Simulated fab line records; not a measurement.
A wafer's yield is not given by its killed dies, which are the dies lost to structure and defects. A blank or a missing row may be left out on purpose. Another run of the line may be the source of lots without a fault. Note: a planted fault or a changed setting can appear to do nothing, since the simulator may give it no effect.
Which tool was responsible? | flow n5_finfet | 11 lots, 33 wafers sampled, at 5 steps of a route of 1938

## WHAT THE GAUGES SHOWED, per wafer
N5_MOL_CONTACT_COAG_CD_MEAS_137: the cd target is 16 nm.
lot  | measured     | on        | cd_nm (nm)
L075 | day 5 07:50  | cd_sem-01 | 16.3 16.4 16.1
L077 | day 5 23:29  | cd_sem-01 | 16.1 15.8 15.6
L080 | day 6 16:49  | cd_sem-01 | 15.7 15.7 15.8
L082 | day 7 01:31  | cd_sem-02 | 15.9 16.0 16.5
L084 | day 7 19:01  | cd_sem-02 | 16.8 16.2 16.5
L086 | day 8 07:06  | cd_sem-02 | 16.1 16.3 15.8
L088 | day 8 16:48  | cd_sem-03 | 15.6 15.6 15.9
L090 | day 9 01:53  | cd_sem-01 | 16.2 15.9 15.9
L092 | day 9 14:04  | cd_sem-02 | 15.4 16.3 15.6
L094 | day 9 22:35  | cd_sem-03 | 15.9 16.2 15.7
L096 | day 10 13:10 | cd_sem-01 | 15.5 15.8 15.5

## WHAT TOOL EACH LOT RAN ON (gives the tool, then ch and the chambers of the sampled wafers, and finally the start)
lot  | N5_GATE_CUT_HM_OPEN_40            | N5_GATE_CUT_STRIP_41              | N5_GATE_CUT_ETCH_19               | N5_MOL_CONTACT_COAG_TI_SIL_19
L075 | rie_diel-04 ch 1,2,3, day 4 15:08 | rie_diel-04 ch 1,2,3, day 4 15:12 | rie_diel-04 ch 1,2,3, day 4 15:16 | pvd_sputter-01, day 4 19:59
L077 | rie_diel-04 ch 0,1,3, day 5 07:59 | rie_diel-04 ch 0,1,3, day 5 08:02 | rie_diel-04 ch 0,1,3, day 5 08:06 | pvd_sputter-03, day 5 13:23
L080 | rie_diel-05 ch 1,2, day 6 01:26   | rie_diel-05 ch 1,2, day 6 01:29   | rie_diel-05 ch 1,2, day 6 01:33   | pvd_sputter-02, day 6 06:58
L082 | rie_diel-04 ch 0,3, day 6 10:11   | rie_diel-04 ch 0,3, day 6 10:15   | rie_diel-04 ch 0,3, day 6 10:19   | pvd_sputter-02, day 6 15:32
L084 | rie_diel-04 ch 0,2, day 7 01:43   | rie_diel-04 ch 0,2, day 7 01:47   | rie_diel-04 ch 0,2, day 7 01:50   | pvd_sputter-02, day 7 07:54
L086 | rie_diel-04 ch 0,1, day 7 15:26   | rie_diel-04 ch 0,1, day 7 15:31   | rie_diel-04 ch 0,1, day 7 15:34   | pvd_sputter-01, day 7 20:13
L088 | rie_diel-05 ch 1,2, day 7 23:20   | rie_diel-05 ch 1,2, day 7 23:24   | rie_diel-05 ch 1,2, day 7 23:28   | pvd_sputter-01, day 8 03:52
L090 | rie_diel-05 ch 0,1,2, day 8 11:05 | rie_diel-05 ch 0,1,2, day 8 11:08 | rie_diel-05 ch 0,1,2, day 8 11:12 | pvd_sputter-02, day 8 15:50
L092 | rie_diel-01 ch 1,2,3, day 8 22:35 | rie_diel-01 ch 1,2,3, day 8 22:39 | rie_diel-01 ch 1,2,3, day 8 22:43 | pvd_sputter-01, day 9 04:00
L094 | rie_diel-04 ch 1,2,3, day 9 09:27 | rie_diel-04 ch 1,2,3, day 9 09:31 | rie_diel-04 ch 1,2,3, day 9 09:34 | pvd_sputter-02, day 9 14:10
L096 | rie_diel-05 ch 0,2,3, day 9 23:45 | rie_diel-05 ch 0,2,3, day 9 23:49 | rie_diel-05 ch 0,2,3, day 9 23:53 | pvd_sputter-01, day 10 04:50
- N5_GATE_CUT_HM_OPEN_40: chemistry C4F6/O2, target SiO2, target depth 139 nm, time 85.1 s.
- N5_GATE_CUT_STRIP_41: strips in CF4.
- N5_GATE_CUT_ETCH_19: etches SiNx in CH3F/O2, target depth 53.7 nm, time 76.7 s.
- N5_MOL_CONTACT_COAG_TI_SIL_19: material Ti, target thk 4.2 nm, time 15 s.

## THE ANSWER, worked out from the rows above alone
Rule: the lots themselves supply what counts as usual. The widest of any qualifying gaps counts: lots, ordered by their means at a reading, are off when they make up no more than a third of the lots, leave a main group of 4 or more, and stand apart from it by 3 or more times the standard deviation of that group's means. The tables above print the reading to a certain number of digits; a main group whose means all agree to those digits is not used. A lot without any number at a reading at which 4 lots or more have one is off too. Where the step has rows for the other lots, those lots are counted as sound.
Across all readings shown, no lot is off: no conclusion can be drawn from this.

## WHAT THE SIMULATOR HAD INSERTED
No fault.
